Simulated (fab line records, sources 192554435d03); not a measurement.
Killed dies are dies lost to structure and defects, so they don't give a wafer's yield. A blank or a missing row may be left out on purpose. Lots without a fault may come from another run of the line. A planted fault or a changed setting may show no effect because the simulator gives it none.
Chamber matching | flow n5_finfet | N5_MOL_CONTACT_COAG_ETCHBACK_134 on rie_diel-01: 4 sister chambers
The step etches SiO2 in CHF3, target depth 10 nm, time 6.7 s. 8 wafers are shown with their chamber, then 7 later ones without.

WAFERS WITH THEIR CHAMBER
wafer  | chamber | drypump_motor_current_A (A) | showerhead_plenum_p_Torr (Torr)
L267.5 | 0       | 6.0                         | 2.44
L268.1 | 3       | 5.7                         | 2.33
L268.2 | 1       | 5.9                         | 2.45
L271.2 | 0       | 6.0                         | 2.44
L271.3 | 2       | 5.5                         | 2.52
L271.5 | 2       | 5.6                         | 2.52
L272.1 | 1       | 5.9                         | 2.44
L272.4 | 3       | 5.7                         | 2.33

WAFERS WITHOUT THEIR CHAMBER
wafer  | drypump_motor_current_A (A) | showerhead_plenum_p_Torr (Torr)
L272.6 | 5.7                         | 2.33
L275.1 | 6.0                         | 2.43
L275.5 | 5.6                         | 2.52
L275.6 | 5.8                         | 2.32
L276.1 | 5.5                         | 2.52
L276.2 | 5.7                         | 2.32
L276.4 | 6.0                         | 2.43

WHICH CHAMBER EACH WENT THROUGH
wafer  | from the rows above | in truth
L272.6 | 3                   | 3
L275.1 | 0                   | 0
L275.5 | 2                   | 2
L275.6 | 3                   | 3
L276.1 | 2                   | 2
L276.2 | 3                   | 3
L276.4 | 0                   | 0
Placed correctly: 7 of 7. Can't be placed from these rows: 0. Placed wrongly: 0.
How it was worked out, from the rows above alone: a wafer's distance from a chamber is the root of the sum, over the readings, of the square of ((its reading less the chamber's mean) divided by the reading's scatter). The wafer belongs to the nearest chamber; if the next one is less than 2 further off, it can't be placed. A chamber's mean is the mean of its shown wafers. The scatter: the root of (the sum of the squares of (reading less its chamber's mean) over the shown wafers, divided by (wafers less chambers)).
